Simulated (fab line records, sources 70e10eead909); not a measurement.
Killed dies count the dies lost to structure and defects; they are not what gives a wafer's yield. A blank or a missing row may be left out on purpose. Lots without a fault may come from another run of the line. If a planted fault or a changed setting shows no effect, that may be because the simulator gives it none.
fab line records -- flow nandHarc -- part 1 of 2: steps 1 to 4 of 6
[record] lots = 22, wafers = 66, lastDay = 34
route steps=1302 shown A_STAIRCASE@786 A_SGD_CUT@890
lots untouched by any fault: they come from a run of this same line in which no faults occurred
startH: hours from the record's opening day to when the first of the lot's shown wafers began -- waitH: time in hours since the lot's previous step -- " same as the row above -- L1.1+2: a single row standing in for several wafers -- - either no value or no given start -- * or withheld: withheld -- < > ~ a bound
route shown NAME@n: NAME is a module with steps in the file, n the number in the route of the first one -- usual: mean/standard deviation of fault-free wafers -- same: alike in all rows -- chamber/n: place in a boat -- sites: each site's reading -- _std_site: the standard deviation of these -- _edge_site: inner sites' mean taken away from outer sites' mean -- radiusMm: how far each site lies from the wafer's centre -- mask NAME#n: copy n -- behind: the last tool/chamber to shape the wafer -- hold: cause of the lot's hold/its duration in hours/its outcome -- device: the transistor (n, p or np) that didn't switch -- end of line: the tests these same wafers got at the end of their route -- for a step that has no rows: nothing shown but its recipe -- killed: the dies lost at the first sort to structure and to defects; this is not the yield of the wafer -- map: shows each die of a wafer: x if killed, . if not, _ if none is there
set.NAME: the setting that was run; set.NAME@STEP: the one run at that earlier step -- model.NAME: the simulator's own value behind a step, which no gauge read
route steps across a sampled set of lots; one table per step, one row per wafer
services: from which hour (startH, from the record's first day; less than 0 if before it) a tool's chamber was out of use, for how many hours, and why
[[steps]]
[step NHARC_A_STAIRCASE_HM_OPEN_457]
[recipe] o2FlowSccm = 400, cosFlowSccm = 20, arFlowSccm = 0, rfW = 500, biasW = 300, chemistry = O2/COS
[usual] cosFlowSccm = 19.99/0.059, drypumpMotorCurrentA = 5.8/0.5, oesProductAu = 1.002/0.0088, rfVppV = 468.0/2.9, showerheadPlenumPTorr = 3.16/0.13, throttleValvePct = 28.330/0.01
lot.wafer,tool,chamber,startH,waitH,cosFlowSccm,drypumpMotorCurrentA,oesProductAu,rfHoursCounterH,rfVppV,showerheadPlenumPTorr,throttleValvePct
L074.2,rieDiel-06,1,-,-,20.01,5.9,0.992,18,469.3,3.19,28.321
L074.5,rieDiel-06,3,-,-,19.91,6.4,1.002,-,467.9,3.07,28.324
L074.6,rieDiel-06,0,-,-,19.96,5.9,0.997,-,467.2,3.14,28.335
L075.4,rieDiel-13,1,-,-,19.97,5.3,1.011,11,467.9,3.17,28.334
L075.3,rieDiel-13,2,-,-,19.93,5.1,1.002,12,469.0,3.23,28.327
L075.6,rieDiel-13,2,-,-,19.96,5.1,1.003,-,468.4,3.23,28.337
L076.3,rieDiel-13,0,-,-,20.04,5.1,0.996,16,472.5,3.31,28.322
L076.4,rieDiel-13,2,-,-,19.99,5.1,0.999,17,468.9,3.23,28.324
L076.6,rieDiel-13,0,-,-,20.04,5.1,1.004,-,472.8,3.31,28.325
L078.1,rieDiel-06,1,-,-,19.99,6.0,1.000,26,468.5,3.19,28.348
L078.4,rieDiel-06,3,-,-,19.95,6.4,1.006,28,465.9,3.06,28.322
L078.5,rieDiel-06,1,-,-,19.95,6.0,1.003,-,469.4,3.19,28.326
L077.2,rieDiel-06,1,-,-,19.98,6.0,1.008,27,468.3,3.19,28.329
L077.3,rieDiel-06,0,-,-,19.95,5.8,1.010,29,468.8,3.13,28.345
L077.5,rieDiel-06,1,-,-,19.95,6.0,0.993,-,468.7,3.19,28.317
L079.2,rieDiel-09,2,-,-,19.93,6.2,1.001,25,467.8,3.10,28.345
L079.5,rieDiel-09,1,-,-,19.98,5.8,1.021,-,470.0,3.36,28.329
L079.6,rieDiel-09,2,-,-,20.00,6.2,1.001,-,466.7,3.10,28.318
L081.2,rieDiel-06,1,-,-,19.97,6.0,0.993,34,468.3,3.18,28.322
L081.3,rieDiel-06,3,-,-,19.98,6.4,0.999,35,465.6,3.06,28.341
L081.5,rieDiel-06,3,-,-,19.94,6.4,1.017,-,465.7,3.06,28.323
L082.1,rieDiel-06,1,-,-,20.00,6.0,1.000,40,468.2,3.18,28.337
L082.4,rieDiel-06,0,-,-,19.93,5.8,1.008,38,467.8,3.13,28.346
L082.6,rieDiel-06,2,-,-,19.98,5.2,0.991,-,471.2,3.33,28.351
L083.1,rieDiel-06,3,-,-,20.05,6.4,1.005,44,463.5,3.06,28.338
L083.5,rieDiel-06,2,-,-,20.00,5.2,0.985,-,473.1,3.33,28.332
L083.6,rieDiel-06,3,-,-,20.04,6.5,0.998,-,466.7,3.06,28.343
L084.3,rieDiel-09,1,-,-,20.02,5.8,1.018,47,470.9,3.35,28.338
L084.1,rieDiel-09,2,-,-,19.96,6.2,0.999,47,467.2,3.09,28.326
L084.5,rieDiel-09,2,-,-,19.99,6.2,0.994,-,466.5,3.09,28.345
L086.3,rieDiel-13,2,-,-,20.07,5.1,1.014,50,470.2,3.21,28.341
L086.1,rieDiel-13,3,-,-,19.95,6.4,0.999,48,464.3,2.96,28.341
L086.4,rieDiel-13,1,-,-,19.97,5.3,0.993,47,467.2,3.16,28.333
L085.2,rieDiel-06,0,-,-,20.03,5.9,1.012,0,467.0,3.13,28.318
L085.4,rieDiel-06,1,-,-,20.06,6.0,1.006,0,466.1,3.18,28.350
L085.6,rieDiel-06,1,-,-,20.01,6.0,0.995,-,467.5,3.18,28.328
L087.2,rieDiel-13,2,-,-,20.16,5.1,1.004,61,469.7,3.21,28.323
L087.4,rieDiel-13,0,-,-,19.90,5.0,0.978,58,469.7,3.29,28.336
L087.6,rieDiel-13,3,-,-,20.09,6.4,0.999,-,463.2,2.95,28.345
L088.2,rieDiel-06,0,-,-,19.84,5.8,1.009,9,465.5,3.12,28.322
L088.1,rieDiel-06,3,-,-,19.99,6.5,1.010,8,464.5,3.05,28.317
L088.5,rieDiel-06,0,-,-,19.92,5.8,0.998,-,466.5,3.12,28.314
L090.1,rieDiel-13,3,-,-,20.04,6.4,0.999,4,462.3,2.95,28.337
L090.4,rieDiel-13,0,-,-,20.04,5.0,0.997,-,470.9,3.28,28.318
L090.5,rieDiel-13,2,-,-,19.88,5.1,0.996,-,469.0,3.20,28.333
L093.3,rieDiel-13,3,-,-,20.04,6.4,0.998,9,463.2,2.95,28.338
L093.2,rieDiel-13,0,-,-,20.04,5.1,1.004,8,471.7,3.28,28.307
L093.6,rieDiel-13,2,-,-,19.95,5.1,1.004,-,469.4,3.20,28.340
L092.2,rieDiel-13,2,-,-,19.96,5.1,0.993,10,468.5,3.20,28.332
L092.1,rieDiel-13,0,-,-,19.92,5.1,1.003,9,471.5,3.28,28.333
L092.6,rieDiel-13,3,-,-,19.90,6.4,1.000,-,463.8,2.95,28.326
L091.1,rieDiel-09,3,-,-,20.02,6.0,1.014,20,471.2,3.36,28.341
L091.4,rieDiel-09,0,-,-,20.02,4.9,0.987,18,466.9,3.10,28.321
L091.5,rieDiel-09,3,-,-,20.00,6.0,1.015,-,472.8,3.36,28.335
L094.4,rieDiel-09,0,-,-,20.04,4.9,1.000,24,466.5,3.09,28.347
L094.6,rieDiel-09,1,-,-,20.08,5.8,1.014,-,471.0,3.33,28.315
L094.5,rieDiel-09,2,-,-,20.02,6.2,1.000,-,468.1,3.07,28.333
L095.2,rieDiel-09,0,-,-,19.96,4.9,0.995,27,467.1,3.09,28.331
L095.3,rieDiel-09,1,-,-,19.92,5.8,1.020,26,472.2,3.33,28.328
L095.6,rieDiel-09,3,-,-,19.94,6.0,1.016,-,473.1,3.36,28.335
L096.3,rieDiel-06,1,-,-,20.10,6.0,1.004,38,467.4,3.16,28.312
L096.4,rieDiel-06,3,-,-,20.03,6.4,1.004,42,466.5,3.03,28.337
L096.5,rieDiel-06,0,-,-,20.00,5.8,1.011,-,465.8,3.10,28.318
L097.4,rieDiel-09,3,-,-,20.08,6.0,1.011,31,470.3,3.36,28.346
L097.3,rieDiel-09,0,-,-,20.00,4.9,0.999,29,466.9,3.09,28.329
L097.6,rieDiel-09,2,-,-,20.02,6.2,0.990,-,467.3,3.07,28.324
[step NHARC_A_STAIRCASE_ETCH_313]
[recipe] cf4FlowSccm = 100, chf3FlowSccm = 30, arFlowSccm = 0, rfW = 500, biasW = 200, chemistry = CF4/CHF3
[usual] chf3FlowSccm = 30.00/0.089, drypumpMotorCurrentA = 5.6/0.53, oesProductAu = 0.927/0.016, rfVppV = 371.1/2.1, showerheadPlenumPTorr = 1.59/0.063, throttleValvePct = 16.801/0.0088
lot.wafer,tool,chamber,startH,waitH,chf3FlowSccm,drypumpMotorCurrentA,oesProductAu,rfHoursCounterH,rfVppV,showerheadPlenumPTorr,throttleValvePct
L074.2,rieDiel-09,1,384.48,0.1,29.84,5.8,0.946,16,372.9,1.70,16.793
L074.5,rieDiel-09,0,384.48,0.1,30.12,4.9,0.931,-,368.6,1.57,16.801
L074.6,rieDiel-09,1,384.48,0.1,29.90,5.8,0.937,-,374.4,1.70,16.811
L075.3,rieDiel-13,2,396.89,1.1,29.87,5.1,0.929,18,373.2,1.63,16.790
L075.4,rieDiel-13,0,396.89,1.1,29.90,5.0,0.920,16,373.3,1.67,16.819
L075.6,rieDiel-13,2,396.89,1.1,29.87,5.1,0.935,-,371.4,1.63,16.803
L076.4,rieDiel-13,2,406.58,0.1,30.17,5.1,0.919,20,372.9,1.63,16.801
L076.3,rieDiel-13,3,406.58,0.1,29.95,6.4,0.931,20,367.9,1.50,16.788
L076.6,rieDiel-13,3,406.58,0.1,30.07,6.4,0.925,-,368.7,1.50,16.790
L078.4,rieDiel-06,0,414.07,0.1,30.10,5.8,0.924,30,371.4,1.58,16.796
L078.1,rieDiel-06,2,414.07,0.1,29.91,5.2,0.915,31,374.0,1.68,16.810
L078.5,rieDiel-06,1,414.07,0.1,30.01,5.9,0.929,-,371.4,1.61,16.793
L077.3,rieDiel-13,2,417.19,0.1,29.91,5.1,0.943,22,372.0,1.63,16.803
L077.2,rieDiel-13,3,417.19,0.1,30.04,6.4,0.936,22,368.6,1.50,16.797
L077.5,rieDiel-13,2,417.19,0.1,29.92,5.1,0.930,-,372.2,1.63,16.796
L079.2,rieDiel-06,2,429.01,0.1,29.99,5.2,0.922,34,372.2,1.68,16.826
L079.5,rieDiel-06,2,429.01,0.1,29.97,5.2,0.925,-,372.4,1.68,16.789
L079.6,rieDiel-06,0,429.01,0.1,29.99,5.8,0.921,-,371.2,1.58,16.792
L081.2,rieDiel-06,2,461.24,0.1,30.03,5.2,0.913,43,372.9,1.68,16.795
L081.3,rieDiel-06,0,461.24,0.1,30.04,5.8,0.926,41,370.6,1.58,16.805
L081.5,rieDiel-06,3,461.24,0.1,29.96,6.4,0.933,-,369.2,1.54,16.800
L082.4,rieDiel-06,2,465.09,0.1,29.92,5.2,0.898,44,372.6,1.68,16.796
L082.1,rieDiel-06,0,465.09,0.1,30.08,5.8,0.927,42,371.5,1.58,16.802
L082.6,rieDiel-06,1,465.09,0.1,30.05,5.9,0.936,-,370.3,1.60,16.806
L083.1,rieDiel-13,1,485.11,0.1,30.01,5.3,0.957,47,371.1,1.59,16.799
L083.6,rieDiel-13,0,485.11,0.1,29.91,5.0,0.964,-,372.3,1.66,16.795
L083.5,rieDiel-13,1,485.11,0.1,30.22,5.3,0.958,-,372.3,1.59,16.792
L084.1,rieDiel-09,3,487.27,0.4,29.94,6.0,0.921,59,366.4,1.45,16.789
L084.3,rieDiel-09,1,487.27,0.4,30.00,5.8,0.926,52,373.8,1.69,16.802
L084.5,rieDiel-09,2,487.27,0.4,29.93,6.2,0.926,-,369.5,1.55,16.829
L086.1,rieDiel-13,3,506.00,0.1,30.13,6.4,0.925,53,367.6,1.49,16.797
L086.3,rieDiel-13,0,506.00,0.1,30.13,5.0,0.913,54,373.6,1.66,16.800
L086.4,rieDiel-13,1,506.00,0.1,30.00,5.3,0.912,53,372.6,1.59,16.794
L085.4,rieDiel-06,0,510.51,0.1,30.06,5.8,0.931,7,371.3,1.57,16.802
L085.2,rieDiel-06,2,510.51,0.1,30.03,5.2,0.924,9,374.2,1.67,16.798
L085.6,rieDiel-06,0,510.51,0.1,30.09,5.8,0.927,-,371.1,1.57,16.790
L087.2,rieDiel-13,2,535.19,0.1,29.93,5.1,0.947,3,372.7,1.62,16.794
L087.6,rieDiel-13,0,535.19,0.1,30.03,5.0,0.941,-,374.2,1.66,16.810
L087.4,rieDiel-13,3,535.19,0.1,30.15,6.4,0.957,-,367.1,1.49,16.809
L088.2,rieDiel-13,3,536.82,0.1,29.99,6.4,0.920,4,368.5,1.49,16.808
L088.1,rieDiel-13,0,536.82,0.1,30.03,5.1,0.926,3,373.6,1.66,16.802
L088.5,rieDiel-13,2,536.82,0.1,29.94,5.1,0.929,-,372.7,1.62,16.825
L090.1,rieDiel-13,2,552.84,0.1,29.93,5.1,0.915,12,371.5,1.61,16.808
L090.4,rieDiel-13,1,552.84,0.1,30.01,5.4,0.915,8,370.9,1.59,16.788
L090.5,rieDiel-13,2,552.84,0.1,29.95,5.1,0.919,-,372.1,1.61,16.800
L093.2,rieDiel-13,1,562.55,0.1,30.05,5.4,0.903,10,371.4,1.59,16.788
L093.3,rieDiel-13,3,562.55,0.1,29.95,6.4,0.915,13,368.4,1.48,16.812
L093.6,rieDiel-13,2,562.55,0.1,29.98,5.1,0.904,-,372.9,1.61,16.809
L092.1,rieDiel-06,0,564.37,0.1,30.03,5.8,0.970,26,371.7,1.57,16.822
L092.2,rieDiel-06,1,564.37,0.1,30.02,5.9,0.981,25,371.2,1.59,16.813
L092.6,rieDiel-06,3,564.37,0.1,29.99,6.4,0.963,-,369.2,1.53,16.810
L091.4,rieDiel-13,3,566.04,0.1,29.92,6.4,0.913,13,368.5,1.48,16.804
L091.1,rieDiel-13,0,566.04,0.1,30.10,5.1,0.907,12,373.6,1.65,16.809
L091.5,rieDiel-13,3,566.04,0.1,30.03,6.4,0.917,-,366.6,1.48,16.796
L094.4,rieDiel-13,1,591.13,0.1,30.00,5.3,0.911,17,371.2,1.58,16.808
L094.5,rieDiel-13,2,591.13,0.1,30.00,5.1,0.910,-,370.8,1.61,16.797
L094.6,rieDiel-13,3,591.13,0.1,30.01,6.4,0.923,-,366.3,1.48,16.792
L095.3,rieDiel-06,0,603.32,0.1,30.11,5.8,0.940,41,368.9,1.56,16.789
L095.2,rieDiel-06,3,603.32,0.1,29.97,6.4,0.922,41,368.1,1.53,16.804
L095.6,rieDiel-06,0,603.32,0.1,30.05,5.8,0.935,-,371.3,1.57,16.795
L096.3,rieDiel-13,1,619.06,0.3,29.86,5.3,0.908,28,369.6,1.58,16.800
L096.4,rieDiel-13,0,619.06,0.3,30.09,5.0,0.912,33,371.8,1.65,16.797
L096.5,rieDiel-13,2,619.06,0.3,30.05,5.1,0.919,-,371.8,1.61,16.802
L097.3,rieDiel-09,3,620.41,0.1,30.00,6.0,0.946,40,373.7,1.69,16.800
L097.6,rieDiel-09,0,620.41,0.1,30.05,4.9,0.917,-,369.7,1.56,16.798
L097.4,rieDiel-09,2,620.41,0.1,29.96,6.2,0.925,-,370.5,1.54,16.786
[step NHARC_A_STAIRCASE_ETCHBACK_416]
[recipe] targetDepthA = 360, timeS = 7.2, c4f8FlowSccm = withheld, o2FlowSccm = 8, arFlowSccm = withheld, rfW = 600, biasW = 800, chemistry = C4F8/O2/Ar
[usual] oesProductAu = 0.928/0.02, rfVppV = 724/4.2
lot.wafer,tool,chamber,startH,waitH,oesProductAu,rfHoursCounterH,rfVppV
L074.2,rieDiel-13,0,-,-,0.921,13,730
L074.5,rieDiel-13,2,-,-,0.927,-,725
L074.6,rieDiel-13,3,-,-,0.918,-,719
L075.4,rieDiel-13,2,-,-,0.926,19,726
L075.3,rieDiel-13,3,-,-,0.933,18,717
L075.6,rieDiel-13,1,-,-,0.917,-,725
L076.3,rieDiel-13,0,-,-,0.920,21,728
L076.4,rieDiel-13,1,-,-,0.924,21,724
L076.6,rieDiel-13,3,-,-,0.917,-,719
L078.4,rieDiel-06,3,-,-,0.939,33,721
L078.1,rieDiel-06,0,-,-,0.921,31,724
L078.5,rieDiel-06,2,-,-,0.930,-,730
L077.3,rieDiel-06,2,-,-,0.923,32,730
L077.2,rieDiel-06,3,-,-,0.943,33,721
L077.5,rieDiel-06,1,-,-,0.924,-,726
L079.2,rieDiel-06,0,-,-,0.925,34,723
L079.5,rieDiel-06,3,-,-,0.939,-,723
L079.6,rieDiel-06,0,-,-,0.923,-,724
L081.2,rieDiel-09,1,-,-,0.942,41,730
L081.3,rieDiel-09,2,-,-,1.008,40,723
L081.5,rieDiel-09,3,-,-,0.924,-,716
L082.4,rieDiel-13,3,-,-,0.921,41,717
L082.1,rieDiel-13,2,-,-,0.927,43,726
L082.6,rieDiel-13,3,-,-,0.913,-,717
L083.1,rieDiel-13,2,-,-,0.925,50,726
L083.6,rieDiel-13,3,-,-,0.919,-,717
L083.5,rieDiel-13,0,-,-,0.911,-,728
L084.1,rieDiel-13,3,-,-,1.002,47,718
L084.3,rieDiel-13,0,-,-,0.982,49,728
L084.5,rieDiel-13,3,-,-,0.997,-,718
L086.1,rieDiel-13,3,511.80,3.0,0.935,55,717
L086.3,rieDiel-13,2,511.80,3.0,0.938,58,726
L086.4,rieDiel-13,3,511.80,3.0,0.928,-,717
L085.4,rieDiel-13,0,-,-,0.911,57,729
L085.2,rieDiel-13,1,-,-,0.908,56,724
L085.6,rieDiel-13,3,-,-,0.925,-,718
L087.2,rieDiel-09,1,-,-,0.948,13,730
L087.4,rieDiel-09,3,-,-,0.940,14,731
L087.6,rieDiel-09,2,-,-,0.941,-,721
L088.2,rieDiel-13,2,-,-,0.930,6,726
L088.1,rieDiel-13,3,-,-,0.923,6,717
L088.5,rieDiel-13,3,-,-,0.908,-,719
L090.4,rieDiel-06,0,-,-,0.937,25,722
L090.1,rieDiel-06,1,-,-,0.921,24,724
L090.5,rieDiel-06,3,-,-,0.932,-,721
L093.3,rieDiel-13,0,-,-,0.919,12,729
L093.2,rieDiel-13,1,-,-,0.916,10,724
L093.6,rieDiel-13,0,-,-,0.924,-,727
L092.1,rieDiel-06,3,-,-,0.917,28,719
L092.2,rieDiel-06,0,-,-,0.932,27,723
L092.6,rieDiel-06,3,-,-,0.913,-,720
L091.1,rieDiel-06,2,-,-,0.923,22,728
L091.4,rieDiel-06,3,-,-,0.936,28,722
L091.5,rieDiel-06,0,-,-,0.946,-,722
L094.4,rieDiel-13,3,-,-,0.913,24,717
L094.6,rieDiel-13,1,-,-,0.921,-,725
L094.5,rieDiel-13,2,-,-,0.905,-,725
L095.2,rieDiel-13,2,-,-,0.916,25,726
L095.3,rieDiel-13,0,-,-,0.910,25,727
L095.6,rieDiel-13,3,-,-,0.918,-,718
L096.3,rieDiel-09,3,-,-,0.944,40,731
L096.4,rieDiel-09,2,-,-,0.924,-,721
L096.5,rieDiel-09,0,-,-,0.923,-,722
L097.4,rieDiel-13,3,-,-,0.913,34,716
L097.3,rieDiel-13,0,-,-,0.920,35,729
L097.6,rieDiel-13,3,-,-,0.915,-,716
[step NHARC_A_STAIRCASE_STRIP_476]
[recipe] timeS = 20, o2FlowSccm = 500, arFlowSccm = 0, biasW = 0, chemistry = O2
[usual] drypumpMotorCurrentA = 5.7/0.54, oesProductAu = 0.998/0.012, rfVppV = 58.0/0.95, showerheadPlenumPTorr = 3.57/0.14, throttleValvePct = 17.036/0.0088
lot.wafer,tool,chamber,startH,waitH,drypumpMotorCurrentA,oesProductAu,rfHoursCounterH,rfVppV,showerheadPlenumPTorr,throttleValvePct
L074.2,rieDiel-13,3,388.62,0.3,6.4,0.996,14,58.2,3.36,17.041
L074.5,rieDiel-13,3,388.62,0.3,6.4,1.006,-,57.8,3.36,17.031
L074.6,rieDiel-13,0,388.62,0.3,5.0,0.999,-,59.2,3.74,17.034
L075.4,rieDiel-13,0,400.88,0.1,5.1,0.999,17,57.3,3.74,17.036
L075.3,rieDiel-13,1,400.88,0.1,5.4,0.992,18,57.2,3.58,17.038
L075.6,rieDiel-13,3,400.88,0.1,6.4,0.990,-,58.8,3.36,17.032
L076.4,rieDiel-13,3,410.53,0.1,6.4,0.989,21,58.1,3.36,17.025
L076.3,rieDiel-13,1,410.53,0.1,5.4,0.990,21,57.5,3.58,17.036
L076.6,rieDiel-13,3,410.53,0.1,6.4,1.003,-,57.0,3.36,17.028
L078.1,rieDiel-06,2,418.59,0.1,5.2,0.988,32,57.4,3.76,17.025
L078.4,rieDiel-06,3,418.59,0.1,6.5,0.998,33,57.5,3.46,17.052
L078.5,rieDiel-06,3,418.59,0.1,6.4,1.011,-,57.2,3.46,17.047
L077.3,rieDiel-06,3,421.15,0.1,6.5,1.018,33,57.7,3.46,17.039
L077.2,rieDiel-06,1,421.15,0.1,6.0,1.009,30,58.8,3.60,17.024
L077.5,rieDiel-06,0,421.15,0.1,5.8,1.002,-,59.7,3.54,17.034
L079.2,rieDiel-06,3,433.12,0.1,6.5,1.000,34,56.4,3.46,17.029
L079.6,rieDiel-06,2,433.12,0.1,5.2,0.982,-,58.2,3.76,17.028
L079.5,rieDiel-06,3,433.12,0.1,6.5,1.002,-,58.0,3.46,17.040
L081.2,rieDiel-09,1,465.22,0.1,5.8,1.015,41,57.8,3.78,17.041
L081.3,rieDiel-09,2,465.22,0.1,6.2,0.992,40,58.0,3.49,17.033
L081.5,rieDiel-09,3,465.22,0.1,6.0,1.012,-,56.7,3.27,17.041
L082.4,rieDiel-13,2,469.12,0.1,5.1,0.996,43,58.2,3.63,17.027
L082.1,rieDiel-13,0,469.12,0.1,5.1,0.992,44,57.2,3.72,17.025
L082.6,rieDiel-13,2,469.12,0.1,5.1,1.012,-,60.1,3.63,17.016
L083.1,rieDiel-13,3,489.04,0.1,6.4,0.985,47,57.1,3.34,17.041
L083.5,rieDiel-13,3,489.04,0.1,6.4,0.991,-,55.8,3.34,17.047
L083.6,rieDiel-13,0,489.04,0.1,5.1,0.988,-,59.9,3.72,17.029
L084.1,rieDiel-13,2,491.23,0.1,5.1,1.007,50,58.7,3.63,17.053
L084.3,rieDiel-13,1,491.23,0.1,5.4,0.986,47,58.4,3.57,17.037
L084.5,rieDiel-13,3,491.23,0.1,6.4,0.995,-,56.9,3.34,17.026
L086.1,rieDiel-13,3,511.90,0.1,6.4,0.999,55,56.8,3.34,17.030
L086.3,rieDiel-13,2,511.90,0.1,5.1,1.003,58,57.7,3.63,17.032
L086.4,rieDiel-13,1,511.90,0.1,5.4,0.996,-,57.9,3.56,17.039
L085.4,rieDiel-13,1,514.47,0.1,5.3,0.983,56,58.9,3.56,17.040
L085.2,rieDiel-13,2,514.47,0.1,5.1,1.001,58,59.0,3.62,17.025
L085.6,rieDiel-13,1,514.47,0.1,5.4,0.987,-,58.9,3.56,17.038
L087.4,rieDiel-09,3,539.74,0.4,6.0,1.018,14,59.7,3.80,17.051
L087.2,rieDiel-09,2,539.74,0.4,6.2,1.022,15,56.7,3.48,17.024
L087.6,rieDiel-09,0,539.74,0.4,4.9,0.998,-,58.2,3.50,17.023
L088.1,rieDiel-13,3,541.17,0.1,6.4,0.983,6,58.5,3.33,17.022
L088.2,rieDiel-13,1,541.17,0.1,5.3,0.989,3,57.7,3.56,17.016
L088.5,rieDiel-13,0,541.17,0.1,5.1,0.982,-,57.5,3.71,17.038
L090.4,rieDiel-06,0,557.64,0.1,5.8,1.006,25,57.9,3.52,17.045
L090.1,rieDiel-06,3,557.64,0.1,6.4,1.000,26,57.9,3.44,17.036
L090.5,rieDiel-06,0,557.64,0.1,5.8,1.015,-,58.4,3.52,17.029
L093.3,rieDiel-13,3,566.50,0.1,6.4,0.980,13,57.6,3.33,17.018
L093.2,rieDiel-13,0,566.50,0.1,5.1,0.980,12,57.9,3.71,17.037
L093.6,rieDiel-13,2,566.50,0.1,5.1,0.985,-,56.9,3.62,17.051
L092.2,rieDiel-06,1,568.30,0.1,5.9,1.004,26,57.5,3.57,17.043
L092.1,rieDiel-06,3,568.30,0.1,6.4,1.008,28,57.0,3.44,17.036
L092.6,rieDiel-06,1,568.30,0.1,6.0,1.001,-,57.2,3.57,17.024
L091.4,rieDiel-06,0,570.05,0.1,5.9,1.007,27,57.4,3.52,17.040
L091.1,rieDiel-06,2,570.05,0.1,5.2,1.004,22,58.6,3.74,17.035
L091.5,rieDiel-06,3,570.05,0.1,6.4,1.022,-,59.1,3.44,17.035
L094.4,rieDiel-13,1,595.36,0.3,5.3,0.994,17,56.1,3.55,17.036
L094.6,rieDiel-13,0,595.36,0.3,5.0,1.004,-,57.9,3.70,17.038
L094.5,rieDiel-13,1,595.36,0.3,5.4,0.989,-,58.3,3.55,17.051
L095.3,rieDiel-13,0,607.24,0.1,5.1,0.993,25,58.6,3.70,17.047
L095.2,rieDiel-13,1,607.24,0.1,5.4,0.984,20,56.3,3.55,17.037
L095.6,rieDiel-13,1,607.24,0.1,5.4,0.974,-,55.7,3.55,17.035
L096.3,rieDiel-09,2,623.39,0.2,6.2,1.002,39,58.3,3.46,17.043
L096.5,rieDiel-09,0,623.39,0.2,4.9,0.989,-,56.8,3.49,17.034
L096.4,rieDiel-09,3,623.39,0.2,6.0,1.023,-,58.6,3.78,17.028
L097.4,rieDiel-13,1,624.68,0.1,5.4,0.980,30,59.5,3.54,17.034
L097.3,rieDiel-13,2,624.68,0.1,5.1,0.993,32,57.3,3.60,17.030
L097.6,rieDiel-13,1,624.68,0.1,5.4,0.981,-,57.3,3.54,17.029
